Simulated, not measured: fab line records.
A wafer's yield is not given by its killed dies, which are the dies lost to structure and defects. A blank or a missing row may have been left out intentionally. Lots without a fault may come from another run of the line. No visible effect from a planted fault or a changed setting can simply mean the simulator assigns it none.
fab line records	flow n5Finfet
[record] lots = 7	wafers = 21	lastDay = 17
route steps=1938 shown WELL_APT@36 PASSIVATION@1936
lots with no fault: from the same line, run without faults
startH: the number of hours between the record's first day and the start of the first shown wafer of the lot	waitH: hours elapsed since this lot's preceding step	" unchanged from the row above	L1.1+2: a single row standing in for several wafers	- no value, or no start given	* or withheld: withheld	< > ~ a bound
route shown NAME@n: a module of which the file shows steps, and the number in the route of the first	usual: mean/standard deviation of fault-free wafers	same: alike in all rows	chamber/n: place in a boat	sites: per-site readings	_std_site: standard deviation across them	_edge_site: outer sites' mean less inner sites'	radiusMm: for every site, how far away it sits from the centre of the wafer	mask NAME#n: copy n	behind: tool/chamber where the wafer was last shaped	hold: why the lot went on hold/how many hours it stayed there/how the hold came to an end	device: the transistor (n, p or np) that didn't switch	end of line: the same wafers' tests at the end of the route	a step with no rows: only its recipe	killed: at the first sort, the dies lost to defects and structure; wafer yield is something else	map: a wafer's dies, marking killed ones x, the rest . and places with no die _
set.NAME: the setting that was run; set.NAME@STEP: the one run at that earlier step	model.NAME: the simulator's own value behind a step, which no gauge read
lots at some steps of the route; a table a step, a row a wafer
services: a tool's chamber out of use, with start hour (startH, from the record's first day; less than 0 if before it), hours out, and reason
[[steps]]
[step N5_WELL_APT_COAT_19]
[recipe] spinRpm = 1357	resistThkNm = 950
[step N5_WELL_APT_EBR_21]
[recipe] solvent = PGMEA	ebrWidthMm = 1.5
[step N5_WELL_APT_SOFTBAKE_20]
[recipe] tempC = 130	timeS = 60
[step N5_WELL_APT_EXPOSE_22]
[recipe] maskId = PWELL	na = 0.8	sourceShape = conventional	sigmaOuter = 0.8	polarization = unpolarized	defocusNm = 0	targetCdNm = 200	doseMj = 23.2
[step N5_WELL_APT_PEB_23]
[recipe] pebTempC = 130	pebTimeS = 90
[step N5_WELL_APT_DEVELOP_24]
[recipe] developTimeS = 45	rinseLiquid = surfactantRinse	dry = airSpin	devTempC = 21
[step N5_WELL_APT_HARDBAKE_29]
[recipe] tempC = 130	timeS = 120
[step N5_WELL_APT_CD_MEAS_25]
[recipe] targetCdNm = 200	landingEnergyEv = 500	detector = seInlens
[usual] cdNm = 200.1/2.3
[same] landingEnergyEv = 500
lot.wafer	tool	chamber	startH	waitH	cdNm
L902.2	cdSem-03	0	69.01	-	197.3
L902.3	"	0	"	"	196.6
L902.6	"	0	"	"	200.3
L904.1	cdSem-01	0	80.81	-	198.1
L904.4	"	0	"	"	199.1
L904.5	"	0	"	"	195.7
L905.2	cdSem-01	0	87.24	-	200.8
L905.5	"	0	"	"	199.0
L905.6	"	0	"	"	200.5
L909.1	cdSem-01	0	110.98	-	198.7
L909.4	"	0	"	"	199.0
L909.6	"	0	"	"	201.9
L910.2	cdSem-02	0	117.45	-	201.0
L910.4	"	0	"	"	199.5
L910.6	"	0	"	"	204.7
L911.1	cdSem-01	0	123.24	-	201.2
L911.3	"	0	"	"	200.4
L911.6	"	0	"	"	200.9
L915.2	cdSem-01	0	147.09	-	198.1
L915.3	"	0	"	"	198.6
L915.4	"	0	"	"	199.1
[step N5_WELL_APT_OVL_MEAS_26]
[recipe] pointsPerWafer = 44
[usual] PWELL_OVL = 0/4.9
lot.wafer	tool	chamber	startH	waitH	PWELL_OVL[nm]
L902.2	overlay-02	0	69.04	0.0	-5
L902.3	"	0	"	"	-3
L902.6	"	0	"	"	-2
L904.1	overlay-01	0	80.84	0.0	-2
L904.4	"	0	"	"	-6
L904.5	"	0	"	"	3
L905.2	overlay-02	0	87.27	0.0	8
L905.5	"	0	"	"	8
L905.6	"	0	"	"	9
L909.1	overlay-01	0	111.01	0.0	-4
L909.4	"	0	"	"	-12
L909.6	"	0	"	"	-7
L910.2	overlay-02	0	117.48	0.0	3
L910.4	"	0	"	"	0
L910.6	"	0	"	"	1
L911.1	overlay-02	0	123.27	0.0	-4
L911.3	"	0	"	"	-5
L911.6	"	0	"	"	8
L915.2	overlay-02	0	147.12	0.0	5
L915.3	"	0	"	"	-4
L915.4	"	0	"	"	2
[step N5_WELL_APT_INSPECT_27]
[recipe] mode = adi	inspectInstrument = macro
[usual] rawDefectCount = 2.0/1.4
lot.wafer	tool	chamber	startH	waitH	rawDefectCount
L902.2	defectInspect-02	-	69.06	0.0	2
L902.3	"	-	"	"	1
L902.6	"	-	"	"	1
L904.1	defectInspect-01	-	80.86	0.0	2
L904.4	"	-	"	"	1
L904.5	"	-	"	"	1
L905.2	defectInspect-02	-	87.30	0.0	2
L905.5	"	-	"	"	1
L905.6	"	-	"	"	4
L909.1	defectInspect-01	-	111.03	0.0	6
L909.4	"	-	"	"	2
L909.6	"	-	"	"	2
L910.2	defectInspect-02	-	117.50	0.0	3
L910.4	"	-	"	"	0
L910.6	"	-	"	"	0
L911.1	defectInspect-02	-	123.29	0.0	2
L911.3	"	-	"	"	2
L911.6	"	-	"	"	4
L915.2	defectInspect-01	-	147.14	0.0	0
L915.3	"	-	"	"	0
L915.4	"	-	"	"	2
[step N5_WELL_APT_DESCUM_30]
[recipe] chemistry = O2	timeS = 7.9	sourcePowerW = 50	biasPowerW = 20	pressureMtorr = 20	rfFrequencyHz = 2.712e+07	tempC = 40	o2FlowSccm = 225
[usual] drypumpMotorCurrentA = 5.5/0.31	oesProductAu = 0.78/0.086	rfVppV = 242.9/1.2	showerheadPlenumPTorr = 2.07/0.058	throttleValvePct = 20.42/0.24
lot.wafer	tool	chamber	startH	waitH	drypumpMotorCurrentA	oesProductAu	rfHoursCounterH	rfVppV	showerheadPlenumPTorr	throttleValvePct
L902.2	rieDiel-02	1	69.15	0.1	5.2	0.79	90	241.5	2.02	20.86
L902.3	"	2	"	"	5.7	0.73	170	242.4	2.06	20.49
L902.6	"	3	"	"	5.8	0.70	-	243.3	2.07	20.71
L904.1	rieDiel-02	0	80.90	0.0	5.7	0.73	175	241.7	1.97	20.41
L904.4	"	3	"	"	5.8	0.69	235	242.3	2.07	20.71
L904.5	"	1	"	"	5.2	0.79	-	241.0	2.02	20.85
L905.2	rieDiel-02	3	87.34	0.0	5.7	0.69	237	243.1	2.06	20.71
L905.5	"	2	"	"	5.7	0.73	-	243.5	2.06	20.51
L905.6	"	3	"	"	5.7	0.69	-	242.3	2.06	20.70
L909.1	rieDiel-03	0	111.08	0.1	5.1	0.72	213	244.2	2.16	20.31
L909.4	"	2	"	"	5.7	0.96	21	243.3	2.13	20.15
L909.6	"	1	"	"	5.2	0.83	-	242.7	2.05	20.47
L910.2	rieDiel-06	1	117.54	0.0	5.4	0.92	16	244.1	2.14	20.29
L910.4	"	0	"	"	6.0	0.90	16	240.6	2.04	20.12
L910.6	"	0	"	"	6.0	0.89	-	242.7	2.04	20.13
L911.1	rieDiel-06	3	123.32	0.0	5.9	0.69	201	242.5	1.99	20.64
L911.3	"	0	"	"	6.0	0.89	17	243.9	2.04	20.13
L911.6	"	1	"	"	5.4	0.92	-	246.7	2.14	20.29
L915.2	rieDiel-03	3	147.18	0.0	5.9	0.75	153	244.7	2.05	20.06
L915.3	"	0	"	"	5.1	0.69	226	242.6	2.16	20.34
L915.4	"	2	"	"	5.7	0.92	34	243.2	2.12	20.14
[step N5_WELL_APT_IMPLANT_31]
[recipe] species = B	energyKev = 60	doseCm2 = 1.5e+13	tiltDeg = 0	rotationDeg = 0
[step N5_WELL_APT_IMPLANT_32]
[recipe] species = BF2	energyKev = 50	doseCm2 = 2e+13	tiltDeg = 0	rotationDeg = 0
[usual] beamEnergyKeV = 50.004/0.016	beamOnS = 9.97/0.2	doseIonsCm2 = 2.0002e+13/2.2e+10	faradayCurrentUA = 254/5
lot.wafer	tool	chamber	startH	waitH	beamEnergyKeV	beamOnS	doseIonsCm2	faradayCurrentUA
L902.2	implanter-02	0	69.46	0.1	50.004	9.89	1.9995e+13	257
L902.3	"	0	"	"	50.011	9.90	1.9999e+13	255
L902.6	"	0	"	"	50.010	9.86	2.001e+13	257
L904.1	implanter-02	0	81.18	0.1	50.009	9.89	2.0036e+13	255
L904.4	"	0	"	"	50.031	9.80	2.0038e+13	258
L904.5	"	0	"	"	49.990	10.19	2.0007e+13	249
L905.2	implanter-02	0	87.65	0.1	50.045	10.09	1.9993e+13	252
L905.5	"	0	"	"	49.999	10.20	1.9952e+13	248
L905.6	"	0	"	"	49.992	9.88	1.9961e+13	257
L909.1	implanter-02	-	111.36	0.1	-	-	-	-
L909.4	"	-	"	"	-	-	-	-
L909.6	"	-	"	"	-	-	-	-
L910.2	implanter-01	-	117.84	0.1	-	-	-	-
L910.4	"	-	"	"	-	-	-	-
L910.6	"	-	"	"	-	-	-	-
L911.1	implanter-01	-	123.60	0.1	-	-	-	-
L911.3	"	-	"	"	-	-	-	-
L911.6	"	-	"	"	-	-	-	-
L915.2	implanter-02	0	147.48	0.1	50.030	9.70	1.9986e+13	261
L915.3	"	0	"	"	50.017	9.67	1.996e+13	261
L915.4	"	0	"	"	49.996	9.77	1.9996e+13	259
[step N5_WELL_APT_STRIP_33]
[recipe] chemistry = SPM	timeS = 900	tempC = 130	h2so4H2o2VolRatio = 4	dry = ipaMarangoni
[step N5_PASSIVATION_PROBE_49]
[usual] killed_at_M0_to_M3 = 34/8.9	killed_at_M4_up = 13/4.6	killedAtContacts = 12/5.5	killedAtFrontEnd = 41/11	killedAtOther = 3.1/2.9	killedDies = 102/16	killedOpen = 66/11	killedShort = 34/7.6
[same] grossDies = 1180	killedAtBackSide = 0
lot.wafer	tool	chamber	startH	waitH	killed_at_M0_to_M3	killed_at_M4_up	killedAtContacts	killedAtFrontEnd	killedAtOther	killedDies	killedOpen	killedShort
L904.1	prober-01	-	326.36	0.0	30	8	7	34	1	80	54	26
L904.4	prober-01	-	326.51	0.2	42	5	9	63	1	120	76	44
L904.5	prober-01	-	326.56	0.2	33	8	8	32	0	81	54	27
L902.2	prober-02	-	332.74	0.1	44	14	5	39	8	110	79	30
L902.3	prober-02	-	332.79	0.1	34	10	14	49	3	110	72	37
L902.6	prober-02	-	332.94	0.3	41	10	6	41	8	106	69	37
L905.2	prober-01	-	346.67	0.1	24	12	23	30	2	91	63	28
L905.5	prober-01	-	346.82	0.2	35	17	14	54	4	124	73	41
L905.6	prober-01	-	346.87	0.3	25	13	12	53	2	105	75	30
L909.1	prober-02	-	362.46	0.0	24	17	5	30	2	78	43	34
L909.4	prober-02	-	362.61	0.2	27	12	15	35	1	90	57	30
L909.6	prober-02	-	362.71	0.3	36	17	10	48	1	112	68	33
L910.2	prober-01	-	374.14	0.1	31	13	9	56	1	110	64	38
L910.4	prober-01	-	374.24	0.2	31	10	8	50	4	103	71	29
L910.6	prober-01	-	374.34	0.3	48	16	22	43	0	129	82	46
L911.1	prober-02	-	374.30	0.0	47	9	12	40	1	109	74	34
L911.3	prober-02	-	374.40	0.1	26	6	5	28	1	66	43	22
L911.6	prober-02	-	374.55	0.3	26	8	8	37	1	80	52	24
L915.2	prober-02	-	405.86	0.1	44	7	6	38	3	98	57	37
L915.3	prober-02	-	405.91	0.1	41	5	9	40	0	95	63	26
L915.4	prober-02	-	405.96	0.2	38	11	8	41	3	101	57	39
// killed by level:class
L904.1 STI_FIN_REVEAL:geometricParticle:open=10 BEOL_M0_SAQP:geometricParticle:open=9 BEOL_M0_SAQP:geometricParticle:short=7 MOL_CONTACT_COAG:geometricParticle:open=6 BEOL_M2:geometricParticle:open=5 FIN_SAQP:geometricParticle:short=4 DUMMY_GATE:geometricParticle:open=4 FIN_SAQP:geometricParticle:open=3
L904.4 FIN_SAQP:geometricParticle:open=18 STI_FIN_REVEAL:geometricParticle:open=12 BEOL_M2:geometricParticle:open=11 BEOL_M0_SAQP:geometricParticle:short=10 BEOL_M0_SAQP:geometricParticle:open=9 FIN_SAQP:geometricParticle:short=6 MOL_CONTACT_COAG:geometricParticle:open=6 BEOL_M0:geometricParticle:open=6
L904.5 BEOL_M0_SAQP:geometricParticle:short=9 BEOL_M0_SAQP:geometricParticle:open=8 FIN_SAQP:geometricParticle:open=7 MOL_CONTACT_COAG:geometricParticle:open=7 STI_FIN_REVEAL:geometricParticle:open=6 BEOL_M2:geometricParticle:open=5 GATE_CUT:geometricParticle:short=5 BEOL_M4:geometricParticle:open=5
L902.2 BEOL_M3:geometricParticle:open=15 FIN_SAQP:geometricParticle:open=13 STI_FIN_REVEAL:geometricParticle:open=9 BEOL_M3:geometricParticle:short=8 BEOL_M1:geometricParticle:open=6 BEOL_M4:geometricParticle:open=6 BEOL_M0_SAQP:geometricParticle:short=5 BEOL_M2:geometricParticle:open=5
L902.3 FIN_SAQP:geometricParticle:open=17 MOL_CONTACT_COAG:geometricParticle:open=10 FIN_SAQP:geometricParticle:short=9 STI_FIN_REVEAL:geometricParticle:open=9 BEOL_M1:geometricParticle:open=9 BEOL_M3:geometricParticle:open=8 BEOL_M0_SAQP:geometricParticle:open=6 BEOL_M4:geometricParticle:open=5
L902.6 STI_FIN_REVEAL:geometricParticle:open=13 BEOL_M3:geometricParticle:open=10 BEOL_M0_SAQP:geometricParticle:short=8 BEOL_M1:geometricParticle:open=7 BEOL_M4:geometricParticle:open=6 FIN_SAQP:geometricParticle:open=5 MOL_CONTACT_COAG:geometricParticle:open=5 BEOL_M0_SAQP:geometricParticle:open=5
L905.2 MOL_CONTACT_COAG:geometricParticle:open=19 STI_FIN_REVEAL:geometricParticle:open=7 BEOL_M0_SAQP:geometricParticle:short=7 BEOL_M4:geometricParticle:open=7 FIN_SAQP:geometricParticle:open=5 FIN_SAQP:geometricParticle:short=4 MOL_CONTACT_COAG:geometricParticle:short=4 BEOL_M0_SAQP:geometricParticle:open=4
L905.5 FIN_SAQP:geometricParticle:open=14 BEOL_M0_SAQP:geometricParticle:open=13 MOL_CONTACT_COAG:geometricParticle:open=12 FIN_SAQP:geometricParticle:short=10 HKMG_FIN:areaEtch=9 BEOL_M1:geometricParticle:short=7 BEOL_M0_SAQP:geometricParticle:short=5 STI_FIN_REVEAL:geometricParticle:open=4
L905.6 FIN_SAQP:geometricParticle:open=15 STI_FIN_REVEAL:geometricParticle:open=13 MOL_CONTACT_COAG:geometricParticle:open=11 FIN_SAQP:geometricParticle:short=9 BEOL_M0_SAQP:geometricParticle:open=8 BEOL_M4:geometricParticle:open=7 BEOL_M0_SAQP:geometricParticle:short=5 STI_FIN_REVEAL:geometricParticle:short=4
L909.1 BEOL_M0_SAQP:geometricParticle:open=13 FIN_SAQP:geometricParticle:short=7 GATE_CUT:geometricParticle:short=6 BEOL_M0_SAQP:geometricParticle:short=6 BEOL_M4:geometricParticle:open=6 STI_FIN_REVEAL:geometricParticle:open=5 MOL_CONTACT_COAG:geometricParticle:open=5 STARTING-WAFER:geometricParticle:short=4
L909.4 GATE_CUT:geometricParticle:short=12 MOL_CONTACT_COAG:geometricParticle:open=10 BEOL_M3:geometricParticle:open=9 BEOL_M4:geometricParticle:open=7 BEOL_M1:geometricParticle:open=6 BEOL_M0_SAQP:geometricParticle:short=5 FIN_CUT:geometricParticle:open=4 FIN_SAQP:geometricParticle:open=3
L909.6 HKMG_FIN:areaEtch=10 BEOL_M4:geometricParticle:open=9 BEOL_M3:geometricParticle:open=9 STI_FIN_REVEAL:geometricParticle:open=8 BEOL_M0_SAQP:geometricParticle:short=8 FIN_SAQP:geometricParticle:open=7 DUMMY_GATE:geometricParticle:open=7 MOL_CONTACT_COAG:geometricParticle:open=7
L910.2 FIN_SAQP:geometricParticle:open=20 FIN_SAQP:geometricParticle:short=9 BEOL_M3:geometricParticle:open=7 HKMG_FIN:areaEtch=7 MOL_CONTACT_COAG:geometricParticle:open=6 BEOL_M0_SAQP:geometricParticle:open=6 GATE_CUT:geometricParticle:short=5 BEOL_M2:geometricParticle:short=5
L910.4 BEOL_M0_SAQP:geometricParticle:open=15 FIN_SAQP:geometricParticle:open=12 FIN_SAQP:geometricParticle:short=7 STI_FIN_REVEAL:geometricParticle:open=7 MOL_CONTACT_COAG:geometricParticle:open=7 BEOL_M0_SAQP:geometricParticle:short=7 DUMMY_GATE:geometricParticle:open=6 BEOL_M4:geometricParticle:open=5
L911.1 FIN_SAQP:geometricParticle:open=13 BEOL_M1:geometricParticle:open=12 MOL_CONTACT_COAG:geometricParticle:open=11 BEOL_M3:geometricParticle:open=10 FIN_SAQP:geometricParticle:short=7 BEOL_M0_SAQP:geometricParticle:short=6 BEOL_M2:geometricParticle:open=6 STI_FIN_REVEAL:geometricParticle:open=5
L910.6 MOL_CONTACT_COAG:geometricParticle:open=17 BEOL_M0_SAQP:geometricParticle:open=16 FIN_SAQP:geometricParticle:short=11 FIN_SAQP:geometricParticle:open=11 BEOL_M1:geometricParticle:open=10 BEOL_M0_SAQP:geometricParticle:short=7 MOL_CONTACT_COAG:geometricParticle:short=5 BEOL_M3:geometricParticle:open=5
L911.3 BEOL_M1:geometricParticle:open=9 FIN_SAQP:geometricParticle:open=7 FIN_SAQP:geometricParticle:short=5 BEOL_M3:geometricParticle:open=5 STARTING-WAFER:geometricParticle:short=5 MOL_CONTACT_COAG:geometricParticle:open=4 BEOL_M1:geometricParticle:short=4 BEOL_M4:geometricParticle:open=3
L911.6 FIN_SAQP:geometricParticle:short=6 DUMMY_GATE:geometricParticle:open=6 GATE_CUT:geometricParticle:open=6 BEOL_M0_SAQP:geometricParticle:open=6 BEOL_M3:geometricParticle:open=6 GATE_CUT:geometricParticle:short=5 MOL_CONTACT_COAG:geometricParticle:open=5 BEOL_M2:geometricParticle:open=5
L915.2 BEOL_M2:geometricParticle:open=16 FIN_SAQP:geometricParticle:short=7 FIN_SAQP:geometricParticle:open=7 BEOL_M0_SAQP:geometricParticle:short=7 MOL_CONTACT_COAG:geometricParticle:open=6 STARTING-WAFER:geometricParticle:short=6 BEOL_M2:geometricParticle:short=5 BEOL_M0_SAQP:geometricParticle:open=4
L915.3 BEOL_M2:geometricParticle:open=14 BEOL_M0_SAQP:geometricParticle:open=12 STI_FIN_REVEAL:geometricParticle:open=8 BEOL_M0_SAQP:geometricParticle:short=8 MOL_CONTACT_COAG:geometricParticle:open=7 FIN_SAQP:geometricParticle:short=6 HKMG_FIN:areaEtch=6 FIN_SAQP:geometricParticle:open=4
L915.4 BEOL_M2:geometricParticle:open=11 FIN_SAQP:geometricParticle:short=8 FIN_SAQP:geometricParticle:open=8 BEOL_M0_SAQP:geometricParticle:short=7 BEOL_M0_SAQP:geometricParticle:open=6 STI_FIN_REVEAL:geometricParticle:open=5 MOL_CONTACT_COAG:geometricParticle:open=5 GATE_CUT:geometricParticle:short=5
[[services]]
tool	chamber	startH	hours	kind
rieDiel-03	-	61.54	5.7	repair
implanter-01	-	63.43	3.2	pm
rieDiel-06	1	65.46	-	clean
rieDiel-06	1	65.46	-	consumableReplace:focusRing
rieDiel-06	1	65.46	16.3	scheduledDown
rieDiel-06	1	65.46	16.3	ventCycle
implanter-01	-	66.64	11.2	pm
rieDiel-02	0	68.45	6.2	repair
rieDiel-02	-	91.15	2.8	pm
rieDiel-06	0	91.22	16.7	repair
rieDiel-02	1	112.26	2.7	repair
rieDiel-02	3	116.22	-	clean
rieDiel-02	3	116.22	-	consumableReplace:focusRing
rieDiel-02	3	116.22	31.6	scheduledDown
rieDiel-02	3	116.22	31.6	ventCycle
rieDiel-06	3	143.16	8.3	repair
[[key]]
[firstSign] step = N5_WELL_APT_IMPLANT_32	reading = toolRecord	direction = missing
effect none on later readings
metAt N5_WELL_APT_IMPLANT_32
struckWafers L909.1,L909.4,L909.6,L910.2,L910.4,L910.6,L911.1,L911.3,L911.6
testerLeftOut L909,L910,L911
[baselineLoss] step = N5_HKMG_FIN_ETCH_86	wafers = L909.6
onsetBetween 87.65 111.36
[fault] kind = skippedStepWhole	tool = implanter-01,implanter-02	chamber = -	onsetH = 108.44	steps = N5_WELL_APT_IMPLANT_32	scope = struckLotsOnly
// testerLeftOut: of these lots the tester's yield and bins aren't shown, on N5 and GAA mostly nor the transistor test; their killed dies are dies lost to structure and defects alone, not to doping, threshold or leakage, so they don't give the yield
// baselineLoss: these wafers lose ten dies or more at that step, a loss of the line's own and not of a fault; the sort's usual values leave them out
